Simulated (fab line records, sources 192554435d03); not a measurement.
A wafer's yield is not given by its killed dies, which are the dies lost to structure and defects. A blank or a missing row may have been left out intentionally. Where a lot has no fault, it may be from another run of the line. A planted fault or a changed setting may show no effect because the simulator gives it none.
fab line records	flow n5Finfet	part 1 of 2: steps 1 to 23 of 32
[record] lots = 5	wafers = 15	lastDay = 17
route steps=1938 shown BEOL_M3@1006 BEOL_M4@1021
lots with no fault: from the same line, run without faults
startH: the number of hours between the record's first day and the start of the first shown wafer of the lot	waitH: hours elapsed since this lot's preceding step	" unchanged from the row above	L1.1+2: a single row standing in for several wafers	- no value, or no start was given	* or withheld: withheld	< > ~ a bound
route shown NAME@n: names a module that has steps shown in the file, with the first one's number in the route	usual: mean/standard deviation of fault-free wafers	same: alike in all rows	chamber/n: place in a boat	sites: per-site readings	_std_site: standard deviation across them	_edge_site: mean of outer sites minus mean of inner sites	radiusMm: how far each site lies from the wafer's centre	mask NAME#n: copy n	behind: the most recent tool/chamber to have shaped the wafer	hold: why the lot went on hold/how many hours it stayed there/how the hold came to an end	device: the n, p or np transistor that did not switch	end of line: at the end of the route, the tests of the same wafers	a step given without rows: its recipe and nothing more	killed: the dies lost at the first sort to structure and to defects; this is not the yield of the wafer	map: per-die view of a wafer (x killed, . not killed, _ where there is no die)
set.NAME: the setting that was run; set.NAME@STEP: the one run at that earlier step	model.NAME: the simulator's own value behind a step, which no gauge read
lots seen at some steps along the route; tables by step, rows by wafer
services: when a tool's chamber went out of use (startH, in hours from the record's first day, below 0 if earlier), for how many hours, and the reason
[[steps]]
[step N5_BEOL_M3_SPUTTER_92]
[recipe] material = Cu	targetThkA = 45	tempC = -20	chamberPressurePa = 0.07	powerW = withheld	timeS = 8.29
[usual] throttleValvePct = 29.9/1.2
[same] timeS = 8.29
lot.wafer	tool	chamber	startH	waitH	throttleValvePct
L074.1	pvdSputter-01	-	160.66	0.1	30.4
L074.4	"	-	"	"	29.8
L074.5	"	-	"	"	31.4
L085.1	pvdSputter-03	-	225.21	0.1	28.3
L085.4	"	-	"	"	31.1
L085.6	"	-	"	"	28.2
L089.1	pvdSputter-01	-	244.69	0.1	29.7
L089.2	"	-	"	"	27.8
L089.3	"	-	"	"	31.3
L092.3	pvdSputter-01	-	272.32	0.1	31.4
L092.4	"	-	"	"	29.7
L092.5	"	-	"	"	31.5
L095.3	pvdSputter-02	-	289.21	0.1	28.7
L095.5	"	-	"	"	31.2
L095.6	"	-	"	"	28.4
[step N5_BEOL_M3_ANNEAL_93]
[recipe] tempC = 400	timeS = 240	ambient = vacuum
[usual] heaterPowerW = 838/100
[same] timeS = 240
lot.wafer	tool	chamber	startH	waitH	heaterPowerW
L074.1	pvdSputter-01	-	160.74	0.0	951
L074.4	"	-	"	"	687
L074.5	"	-	"	"	988
L085.1	pvdSputter-03	-	225.29	0.0	872
L085.4	"	-	"	"	819
L085.6	"	-	"	"	847
L089.1	pvdSputter-01	-	244.77	0.0	713
L089.2	"	-	"	"	860
L089.3	"	-	"	"	972
L092.3	pvdSputter-01	-	272.40	0.0	991
L092.4	"	-	"	"	691
L092.5	"	-	"	"	956
L095.3	pvdSputter-02	-	289.29	0.0	648
L095.5	"	-	"	"	826
L095.6	"	-	"	"	653
[step N5_BEOL_M3_SPUTTER_94]
[recipe] material = Cu	targetThkA = 45	tempC = -20	chamberPressurePa = 0.07	powerW = withheld	timeS = 8.29
[usual] throttleValvePct = 29.9/1.2
[same] timeS = 8.29
lot.wafer	tool	chamber	startH	waitH	throttleValvePct
L074.1	pvdSputter-01	-	160.88	0.1	30.3
L074.4	"	-	"	"	30.1
L074.5	"	-	"	"	31.2
L085.1	pvdSputter-03	-	225.43	0.1	28.2
L085.4	"	-	"	"	30.8
L085.6	"	-	"	"	28.0
L089.1	pvdSputter-01	-	244.91	0.1	29.9
L089.2	"	-	"	"	28.1
L089.3	"	-	"	"	31.3
L092.3	pvdSputter-01	-	272.54	0.1	31.2
L092.4	"	-	"	"	29.8
L092.5	"	-	"	"	31.4
L095.3	pvdSputter-02	-	289.43	0.1	28.3
L095.5	"	-	"	"	31.2
L095.6	"	-	"	"	28.4
[step N5_BEOL_M3_ANNEAL_95]
[recipe] tempC = 400	timeS = 240	ambient = vacuum
[usual] heaterPowerW = 837/100
[same] timeS = 240
lot.wafer	tool	chamber	startH	waitH	heaterPowerW
L074.1	pvdSputter-01	-	160.96	0.0	940
L074.4	"	-	"	"	708
L074.5	"	-	"	"	994
L085.1	pvdSputter-03	-	225.51	0.0	851
L085.4	"	-	"	"	845
L085.6	"	-	"	"	881
L089.1	pvdSputter-01	-	244.99	0.0	686
L089.2	"	-	"	"	910
L089.3	"	-	"	"	965
L092.3	pvdSputter-01	-	272.62	0.0	995
L092.4	"	-	"	"	698
L092.5	"	-	"	"	968
L095.3	pvdSputter-02	-	289.51	0.0	666
L095.5	"	-	"	"	800
L095.6	"	-	"	"	655
[step N5_BEOL_M3_SPUTTER_96]
[recipe] material = Cu	targetThkA = 45	tempC = -20	chamberPressurePa = 0.07	powerW = withheld	timeS = 8.29
[usual] throttleValvePct = 29.9/1.2
[same] timeS = 8.29
lot.wafer	tool	chamber	startH	waitH	throttleValvePct
L074.1	pvdSputter-01	-	161.10	0.1	30.6
L074.4	"	-	"	"	30.1
L074.5	"	-	"	"	31.5
L085.1	pvdSputter-03	-	225.65	0.1	27.9
L085.4	"	-	"	"	30.9
L085.6	"	-	"	"	28.1
L089.1	pvdSputter-01	-	245.13	0.1	29.6
L089.2	"	-	"	"	27.8
L089.3	"	-	"	"	31.4
L092.3	pvdSputter-01	-	272.76	0.1	31.9
L092.4	"	-	"	"	29.7
L092.5	"	-	"	"	31.5
L095.3	pvdSputter-02	-	289.65	0.1	28.5
L095.5	"	-	"	"	31.0
L095.6	"	-	"	"	28.2
[step N5_BEOL_M3_ECD_50]
[recipe] material = Cu	targetThkA = 3000
lot.wafer	tool	chamber	startH	waitH
L074.1+4+5	ecdCu-01	1	161.21	0.1
L085.1+4+6	ecdCu-02	0,1,1	225.76	0.1
L089.1+2+3	ecdCu-02	0,1,1	245.25	0.1
L092.3+4+5	ecdCu-01	1,0,0	272.90	0.1
L095.3+5+6	ecdCu-02	0,0,1	289.78	0.1
[step N5_BEOL_M3_ANNEAL_51]
[recipe] tempC = 225	timeS = 90	ambient = N2
[usual] wafer_temp_C_max = 225.70/0.25
[same] timeS = 90
lot.wafer	tool	chamber	startH	waitH	wafer_temp_C_max
L074.1	rtpAnneal-01	0	161.29	0.1	225.67
L074.4	"	0	"	"	225.68
L074.5	"	0	"	"	225.87
L085.1	rtpAnneal-01	0	228.67	2.9	225.69
L085.4	"	0	"	"	225.44
L085.6	"	0	"	"	225.62
L089.1	rtpAnneal-02	0	245.32	0.1	225.87
L089.2	"	0	"	"	225.91
L089.3	"	0	"	"	226.18
L092.3	rtpAnneal-01	0	273.05	0.1	225.63
L092.4	"	0	"	"	225.52
L092.5	"	0	"	"	225.38
L095.3	rtpAnneal-02	0	289.99	0.2	226.00
L095.5	"	0	"	"	225.85
L095.6	"	0	"	"	225.93
[step N5_BEOL_M3_CMP_52]
[recipe] stopOn = SiOC	tOverpolishS = 6.8	downForcePsi = 1	platenRpm = 50	clearingPlatenDownForcePsi = 1.5	clearingPlatenRpm = 50	postCmpClean = cuAlkaline	targetThkNm = 40	clearingPlatenPadVelocityMS = 0.99484	padVelocityMS = 0.99484
[usual] barrierFieldEndpointS = 24.8/0.74	motorCurrentA = 6.3/0.52	overpolishRunS = 6.800/0.0084	platenRpm = 50.00/0.034	timeToEndpointS = 63/3.6
lot.wafer	tool	chamber	startH	waitH	barrierFieldEndpointS	motorCurrentA	overpolishRunS	platenRpm	timeToEndpointS
L074.4	cmp-03	0	161.66	0.2	25.5	6.1	6.798	50.04	65
L074.1	"	1	"	"	25.5	6.7	6.813	50.01	62
L074.5	"	2	"	"	25.2	6.1	6.808	50.02	62
L085.4	cmp-04	0	229.04	0.2	25.7	6.5	6.796	50.00	67
L085.1	"	1	"	"	24.8	6.8	6.805	50.02	62
L085.6	"	3	"	"	25.0	5.9	6.809	50.01	56
L089.2	cmp-02	1	245.64	0.2	24.0	5.9	6.790	50.04	57
L089.3	"	3	"	"	24.1	5.5	6.791	50.01	56
L089.1	"	0	"	"	25.5	6.5	6.793	50.02	63
L092.4	cmp-02	0	273.29	0.2	25.3	6.3	6.787	50.04	68
L092.3	"	1	"	"	24.7	6.1	6.778	50.03	60
L092.5	"	3	"	"	24.7	5.5	6.806	50.07	61
L095.3	cmp-03	1	290.21	0.2	24.2	6.5	6.782	49.97	62
L095.5	"	1	"	"	24.2	6.6	6.799	50.07	61
L095.6	"	2	"	"	24.5	6.2	6.795	50.00	62
[step N5_BEOL_M3_THK_MEAS_53]
[recipe] thkMeasGauge = xrf	reads = Cu_of_BEOL_M3_ECD_50
[usual] M3_THK = 39.3/1.7
lot.wafer	tool	chamber	startH	waitH	M3_THK[nm]
L074.1	filmMetro-01	-	161.88	-	40.3
L074.4	"	-	"	"	42.5
L074.5	"	-	"	"	41.9
L085.1	filmMetro-01	-	229.26	-	38.0
L085.4	"	-	"	"	41.9
L085.6	"	-	"	"	39.1
L089.1	filmMetro-02	-	245.93	-	38.4
L089.2	"	-	"	"	38.6
L089.3	"	-	"	"	36.0
L092.3	filmMetro-01	-	273.55	-	38.1
L092.4	"	-	"	"	40.7
L092.5	"	-	"	"	38.4
L095.3	filmMetro-01	-	290.51	-	39.8
L095.5	"	-	"	"	38.3
L095.6	"	-	"	"	39.7
[step N5_BEOL_M3_PRE_CLEAN_60]
[recipe] gas = NH3/H2	timeS = 15	tempC = *	rfPowerW = 300
[usual] heaterPowerW = 77/13
[same] timeS = 15
lot.wafer	tool	chamber	startH	waitH	heaterPowerW
L074.1	cvdCo-02	1	161.93	0.1	94
L074.4	"	2	"	"	68
L074.5	"	0	"	"	61
L085.1	cvdCo-02	1	229.30	0.0	93
L085.4	"	1	"	"	95
L085.6	"	0	"	"	61
L089.1	cvdCo-02	1	245.97	0.0	95
L089.2	"	0	"	"	61
L089.3	"	2	"	"	69
L092.3	cvdCo-02	1	273.59	0.0	92
L092.4	"	2	"	"	71
L092.5	"	1	"	"	92
L095.3	cvdCo-02	0	290.55	0.0	61
L095.5	"	1	"	"	91
L095.6	"	0	"	"	59
[step N5_BEOL_M3_CO_CAP_55]
[recipe] material = Co	targetThkA = 20	tempC = 200	precursor = CCTBA/H2	pressureTorr = 30	timeS = 102.1
[usual] heaterPowerW = 226/17
[same] timeS = 102.1
lot.wafer	tool	chamber	startH	waitH	heaterPowerW
L074.1	cvdCo-02	1	161.97	0.0	247
L074.4	"	2	"	"	212
L074.5	"	0	"	"	206
L085.1	cvdCo-02	1	229.34	0.0	240
L085.4	"	1	"	"	254
L085.6	"	0	"	"	203
L089.1	cvdCo-02	1	246.01	0.0	243
L089.2	"	0	"	"	200
L089.3	"	2	"	"	214
L092.3	cvdCo-02	1	273.63	0.0	246
L092.4	"	2	"	"	216
L092.5	"	1	"	"	245
L095.3	cvdCo-02	0	290.59	0.0	204
L095.5	"	1	"	"	241
L095.6	"	0	"	"	205
[step N5_BEOL_M3_PRE_CLEAN_56]
[recipe] gas = NH3	timeS = 15	tempC = withheld	rfPowerW = 300
[same] timeS = 15
lot.wafer	tool	chamber	startH	waitH
L074.1+4+5	pecvd-02	0,1,2	162.08	0.1
L085.1+4+6	pecvd-03	0,0,1	229.43	0.1
L089.1+2+3	pecvd-02	1,2,0	246.10	0.1
L092.3+4+5	pecvd-04	1,0,2	273.72	0.1
L095.3+5+6	pecvd-02	0,1,0	290.69	0.1
[step N5_BEOL_M3_DEP_57]
[recipe] material = SiCN	targetThkA = 80	tempC = withheld	precursor = 3MS/NH3	pressureTorr = 3	rfW = 202	timeS = 14
[usual] showerheadPlenumPTorr = 3.668/0.014	throttleValvePct = 9.1/0.49
[same] timeS = 14
lot.wafer	tool	chamber	startH	waitH	showerheadPlenumPTorr	throttleValvePct
L074.1	pecvd-02	0	162.10	0.0	3.656	9.1
L074.4	"	1	"	"	3.657	9.5
L074.5	"	2	"	"	3.650	9.0
L085.1	pecvd-03	0	229.46	0.0	3.696	9.9
L085.4	"	0	"	"	3.689	10.0
L085.6	"	1	"	"	3.676	8.7
L089.1	pecvd-02	1	246.12	0.0	3.658	9.6
L089.2	"	2	"	"	3.645	8.9
L089.3	"	0	"	"	3.678	9.4
L092.3	pecvd-04	1	273.74	0.0	3.667	9.5
L092.4	"	0	"	"	3.667	8.3
L092.5	"	2	"	"	3.664	8.3
L095.3	pecvd-02	0	290.72	0.0	3.674	9.3
L095.5	"	1	"	"	3.668	9.5
L095.6	"	0	"	"	3.678	9.0
[step N5_BEOL_M3_RS_MEAS_58]
[recipe] thkMeasGauge = four-point-probe	reads = Co_of_BEOL_M3_CO_CAP_55+Cu_of_BEOL_M3_ECD_50+Co_of_BEOL_M3_CVD_47+TaN_of_BEOL_M3_ALD_84
[usual] M3_RS = 0.68/0.037
lot.wafer	tool	chamber	startH	waitH	M3_RS[ohm/sq]
L074.1	filmMetro-01	-	162.17	0.0	0.66
L074.4	"	-	"	"	0.61
L074.5	"	-	"	"	0.62
L085.1	filmMetro-01	-	229.52	0.0	0.71
L085.4	"	-	"	"	0.63
L085.6	"	-	"	"	0.68
L089.1	filmMetro-02	-	246.19	0.0	0.69
L089.2	"	-	"	"	0.69
L089.3	"	-	"	"	0.75
L092.3	filmMetro-01	-	273.81	0.1	0.69
L092.4	"	-	"	"	0.63
L092.5	"	-	"	"	0.69
L095.3	filmMetro-02	-	290.78	0.1	0.67
L095.5	"	-	"	"	0.71
L095.6	"	-	"	"	0.67
[step N5_BEOL_M3_INSPECT_59]
[recipe] inspectInstrument = darkfield	mode = postDep
[usual] rawDefectCount = 71/22
lot.wafer	tool	chamber	startH	waitH	rawDefectCount
L074.1	defectInspect-02	-	162.20	0.0	97
L074.4	"	-	"	"	68
L074.5	"	-	"	"	82
L085.1	defectInspect-01	-	229.55	0.0	56
L085.4	"	-	"	"	49
L085.6	"	-	"	"	28
L089.1	defectInspect-01	-	246.22	0.0	62
L089.2	"	-	"	"	46
L089.3	"	-	"	"	67
L092.3	defectInspect-01	-	273.84	0.0	58
L092.4	"	-	"	"	59
L092.5	"	-	"	"	65
L095.3	defectInspect-02	-	290.81	0.0	58
L095.5	"	-	"	"	111
L095.6	"	-	"	"	61
[step N5_BEOL_M4_ILD_DEP_00]
[recipe] material = SiOC	targetThkA = 790	tempC = 350	precursor = DEMS/O2	pressureTorr = 5	rfW = 500	timeS = 15.3
[usual] heaterPowerW = 479/56	showerheadPlenumPTorr = 5.686/0.014	throttleValvePct = 11.6/0.61
[same] timeS = 15.3
lot.wafer	tool	chamber	startH	waitH	heaterPowerW	showerheadPlenumPTorr	throttleValvePct
L074.1	pecvd-02	0	162.23	0.0	446	5.698	11.9
L074.4	"	2	"	"	404	5.673	11.6
L074.5	"	1	"	"	468	5.690	12.4
L085.1	pecvd-01	2	229.59	0.0	466	5.702	11.4
L085.4	"	2	"	"	457	5.689	11.1
L085.6	"	2	"	"	449	5.685	10.8
L089.1	pecvd-01	2	246.25	0.0	548	5.691	10.8
L089.2	"	1	"	"	512	5.678	11.6
L089.3	"	0	"	"	555	5.676	11.1
L092.3	pecvd-01	1	273.87	0.0	475	5.689	11.5
L092.4	"	2	"	"	520	5.688	10.9
L092.5	"	0	"	"	485	5.665	11.3
L095.3	pecvd-03	0	290.85	0.0	504	5.713	13.2
L095.5	"	2	"	"	393	5.687	11.8
L095.6	"	1	"	"	448	5.713	11.5
[step N5_BEOL_M4_THK_MEAS_01]
[recipe] reads = SiOC_of_BEOL_M4_ILD_DEP_00
[usual] M4_ILD_THK = 78.5/1
lot.wafer	tool	chamber	startH	waitH	M4_ILD_THK[nm]
L074.1	filmMetro-02	-	162.30	0.0	77.9
L074.4	"	-	"	"	79.1
L074.5	"	-	"	"	79.1
L085.1	filmMetro-02	-	229.67	0.1	76.7
L085.4	"	-	"	"	78.3
L085.6	"	-	"	"	77.7
L089.1	filmMetro-02	-	246.32	0.0	78.9
L089.2	"	-	"	"	77.9
L089.3	"	-	"	"	78.6
L092.3	filmMetro-02	-	273.94	0.1	78.4
L092.4	"	-	"	"	78.6
L092.5	"	-	"	"	79.6
L095.3	filmMetro-01	-	290.93	0.1	78.7
L095.5	"	-	"	"	80.0
L095.6	"	-	"	"	78.8
[step N5_BEOL_M4_PECVD_72]
[recipe] material = SiO2	targetThkA = 160	tempC = 400	precursor = TEOS/O2	pressureTorr = 5.5	rfW = 450	teosFlowSccm = 53.8	gas = O2	flowSccm = 3000	timeS = 18
[usual] heaterPowerW = 708/83	showerheadPlenumPTorr = 8.76/0.072	throttleValvePct = 21.9/1.2
[same] timeS = 18
lot.wafer	tool	chamber	startH	waitH	heaterPowerW	showerheadPlenumPTorr	throttleValvePct
L074.1	pecvd-01	1	162.35	0.1	764	8.70	21.6
L074.4	"	2	"	"	728	8.76	20.7
L074.5	"	1	"	"	767	8.69	21.3
L085.1	pecvd-02	1	229.71	0.0	631	8.75	23.2
L085.4	"	1	"	"	622	8.77	23.2
L085.6	"	2	"	"	629	8.69	22.2
L089.1	pecvd-02	0	246.36	0.0	673	8.83	22.8
L089.2	"	1	"	"	638	8.78	23.4
L089.3	"	2	"	"	641	8.69	22.1
L092.3	pecvd-02	0	273.98	0.0	684	8.86	22.7
L092.4	"	2	"	"	596	8.72	21.9
L092.5	"	0	"	"	685	8.83	23.0
L095.3	pecvd-01	0	290.96	0.0	713	8.67	20.7
L095.5	"	1	"	"	647	8.71	21.4
L095.6	"	0	"	"	711	8.69	20.6
[step N5_BEOL_M4_HM_DEP_02]
[recipe] material = TiN	targetThkA = 200	tempC = 25	chamberPressurePa = 0.49996
[usual] throttleValvePct = 29.9/1.3
lot.wafer	tool	chamber	startH	waitH	throttleValvePct
L074.1	pvdSputter-03	-	163.76	1.4	30.8
L074.4	"	-	"	"	29.1
L074.5	"	-	"	"	30.7
L085.1	pvdSputter-01	-	231.01	1.3	27.9
L085.4	"	-	"	"	29.8
L085.6	"	-	"	"	27.9
L089.1	pvdSputter-03	-	247.82	1.4	31.0
L089.2	"	-	"	"	30.8
L089.3	"	-	"	"	29.1
L092.3	pvdSputter-01	-	274.56	0.6	28.0
L092.4	"	-	"	"	31.4
L092.5	"	-	"	"	31.5
L095.3	pvdSputter-01	-	291.69	0.7	29.8
L095.5	"	-	"	"	30.5
L095.6	"	-	"	"	27.9
[step N5_BEOL_M4_COAT_61]
[recipe] resist = SOC	tempC = 250	timeS = 60	spinRpm = 1500	resistThkNm = 60
[usual] chillPlateTempC = 23.02/0.11	heaterPowerTotalW = 500.4/1.8	plateTempC = 250.04/0.17
[same] timeS = 60
lot.wafer	tool	chamber	startH	waitH	chillPlateTempC	heaterPowerTotalW	plateTempC
L074.1	lithoTrack-05	0	163.90	0.1	23.13	501.2	249.79
L074.4	"	0	"	"	23.25	501.8	249.95
L074.5	"	0	"	"	23.13	502.3	249.84
L085.1	lithoTrack-01	0	231.13	0.1	23.14	501.6	250.09
L085.4	"	0	"	"	23.09	502.9	250.34
L085.6	"	0	"	"	23.13	501.9	249.81
L089.1	lithoTrack-03	0	247.96	0.1	23.28	501.9	250.00
L089.2	"	0	"	"	23.07	500.6	249.80
L089.3	"	0	"	"	22.99	498.6	250.17
L092.3	lithoTrack-01	0	274.69	0.1	23.04	497.5	250.44
L092.4	"	0	"	"	23.05	498.0	250.36
L092.5	"	0	"	"	23.06	497.3	250.35
L095.3	lithoTrack-03	0	291.82	0.1	22.79	497.3	250.25
L095.5	"	0	"	"	22.93	498.2	250.35
L095.6	"	0	"	"	23.04	502.7	250.21
[step N5_BEOL_M4_COAT_62]
[recipe] resist = SiARC	tempC = 220	timeS = 60	spinRpm = 1500	resistThkNm = 12
[usual] chillPlateTempC = 22.99/0.11	heaterPowerTotalW = 427.4/2.1	plateTempC = 219.96/0.17
[same] timeS = 60
lot.wafer	tool	chamber	startH	waitH	chillPlateTempC	heaterPowerTotalW	plateTempC
L074.1	lithoTrack-05	0	-	-	22.95	429.9	219.87
L074.4	"	0	"	"	22.83	426.5	219.76
L074.5	"	0	"	"	23.00	425.4	219.92
L085.1	lithoTrack-01	0	-	-	22.99	425.7	219.92
L085.4	"	0	"	"	22.92	428.3	219.93
L085.6	"	0	"	"	22.94	426.5	220.16
L089.1	lithoTrack-03	0	-	-	23.10	428.1	219.87
L089.2	"	0	"	"	23.21	429.1	220.16
L089.3	"	0	"	"	23.19	425.1	219.94
L092.3	lithoTrack-01	0	-	-	22.93	427.7	219.98
L092.4	"	0	"	"	22.96	428.2	220.18
L092.5	"	0	"	"	22.91	427.3	220.08
L095.3	lithoTrack-03	0	-	-	22.86	428.1	220.15
L095.5	"	0	"	"	22.86	429.5	219.61
L095.6	"	0	"	"	22.88	429.5	219.87
[step N5_BEOL_M4_COAT_73]
[recipe] resist = underlayer	tempC = 205	timeS = 60	spinRpm = 1500	resistThkNm = 5
[usual] chillPlateTempC = 23.02/0.11	heaterPowerTotalW = 391.6/1.3	plateTempC = 204.98/0.16
[same] timeS = 60
lot.wafer	tool	chamber	startH	waitH	chillPlateTempC	heaterPowerTotalW	plateTempC
L074.1	lithoTrack-05	0	-	-	23.27	392.1	204.94
L074.4	"	0	"	"	23.05	392.3	204.99
L074.5	"	0	"	"	23.19	389.5	205.02
L085.1	lithoTrack-01	0	-	-	22.93	391.7	205.05
L085.4	"	0	"	"	23.05	393.5	205.17
L085.6	"	0	"	"	22.93	392.2	204.91
L089.1	lithoTrack-03	0	-	-	22.96	393.0	204.88
L089.2	"	0	"	"	23.04	393.7	204.83
L089.3	"	0	"	"	23.00	392.0	204.81
L092.3	lithoTrack-01	0	-	-	22.99	393.6	205.24
L092.4	"	0	"	"	23.05	390.3	205.10
L092.5	"	0	"	"	23.10	392.1	205.01
L095.3	lithoTrack-03	0	-	-	22.87	390.9	204.98
L095.5	"	0	"	"	22.89	390.8	205.08
L095.6	"	0	"	"	22.94	393.0	204.86
[step N5_BEOL_M4_COAT_05]
[recipe] resist = CAR-EUV	spinRpm = 1500	resistThkNm = 30
[usual] chillPlateTempC = 23.01/0.1
lot.wafer	tool	chamber	startH	waitH	chillPlateTempC
L074.1	lithoTrack-05	0	-	-	23.10
L074.4	"	0	"	"	22.94
L074.5	"	0	"	"	22.86
L085.1	lithoTrack-01	0	-	-	22.94
L085.4	"	0	"	"	22.81
L085.6	"	0	"	"	22.92
L089.1	lithoTrack-03	0	-	-	22.91
L089.2	"	0	"	"	22.85
L089.3	"	0	"	"	22.88
L092.3	lithoTrack-01	0	-	-	23.01
L092.4	"	0	"	"	23.09
L092.5	"	0	"	"	22.94
L095.3	lithoTrack-03	0	-	-	22.97
L095.5	"	0	"	"	23.07
L095.6	"	0	"	"	22.96
